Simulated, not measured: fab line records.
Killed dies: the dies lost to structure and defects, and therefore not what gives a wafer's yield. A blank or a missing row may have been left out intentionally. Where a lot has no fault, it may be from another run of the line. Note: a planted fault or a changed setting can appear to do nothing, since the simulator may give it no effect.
Chamber matching :: flow n5Finfet :: rieDiel-06 running N5_BEOL_M9_ETCH_65: 4 sister chambers
The step etches SiARC in CF4, target depth 15.6 nm, time 26 s. 8 wafers are shown with their chamber, then 10 later ones without.

## EACH WAFER AND ITS CHAMBER
wafer: L077.4
chamber: 2
throttleValvePct (%): 15.87
oesProductAu (a.u.): 0.57

wafer: L078.2
chamber: 2
throttleValvePct (%): 15.88
oesProductAu (a.u.): 0.58

wafer: L083.1
chamber: 3
throttleValvePct (%): 15.49
oesProductAu (a.u.): 0.71

wafer: L085.1
chamber: 0
throttleValvePct (%): 15.56
oesProductAu (a.u.): 0.65

wafer: L085.2
chamber: 1
throttleValvePct (%): 15.89
oesProductAu (a.u.): 0.61

wafer: L085.3
chamber: 3
throttleValvePct (%): 15.53
oesProductAu (a.u.): 0.70

wafer: L086.2
chamber: 1
throttleValvePct (%): 15.90
oesProductAu (a.u.): 0.60

wafer: L086.3
chamber: 0
throttleValvePct (%): 15.54
oesProductAu (a.u.): 0.65

## WAFERS WHOSE CHAMBER IS MISSING
wafer: L086.4
throttleValvePct (%): 15.45
oesProductAu (a.u.): 0.83

wafer: L093.1
throttleValvePct (%): 15.57
oesProductAu (a.u.): 0.64

wafer: L093.3
throttleValvePct (%): 15.92
oesProductAu (a.u.): 0.60

wafer: L093.4
throttleValvePct (%): 15.47
oesProductAu (a.u.): 0.79

wafer: L092.1
throttleValvePct (%): 15.46
oesProductAu (a.u.): 0.79

wafer: L092.2
throttleValvePct (%): 15.57
oesProductAu (a.u.): 0.64

wafer: L092.3
throttleValvePct (%): 15.92
oesProductAu (a.u.): 0.59

wafer: L095.2
throttleValvePct (%): 15.91
oesProductAu (a.u.): 0.59

wafer: L095.5
throttleValvePct (%): 15.92
oesProductAu (a.u.): 0.59

wafer: L095.6
throttleValvePct (%): 15.58
oesProductAu (a.u.): 0.64

## WHICH CHAMBER EACH ONE RAN IN
wafer: L086.4
from the rows above: 3
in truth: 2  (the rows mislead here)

wafer: L093.1
from the rows above: 0
in truth: 0

wafer: L093.3
from the rows above: 1
in truth: 1

wafer: L093.4
from the rows above: 3
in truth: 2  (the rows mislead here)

wafer: L092.1
from the rows above: 3
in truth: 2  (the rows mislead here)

wafer: L092.2
from the rows above: 0
in truth: 0

wafer: L092.3
from the rows above: can't be placed: 1 or 2
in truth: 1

wafer: L095.2
from the rows above: can't be placed: 1 or 2
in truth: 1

wafer: L095.5
from the rows above: can't be placed: 1 or 2
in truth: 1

wafer: L095.6
from the rows above: 0
in truth: 0
Correctly placed: 4 of 10. Unplaceable from these rows: 3, with the true chamber sitting among the candidates in 3. 3 placed wrongly.
How it was worked out, from the rows above alone: a wafer's distance from a chamber is the root of the sum, over the readings, of the square of ((its reading less the chamber's mean) divided by the reading's scatter). The wafer belongs to the nearest chamber; if the next one is less than 2 further off, it can't be placed. The mean given for a chamber averages the wafers shown for that chamber. How the scatter is found: for the shown wafers, subtract from each reading the mean of its chamber, square and add these, divide the total by (wafers less chambers), then take the root.
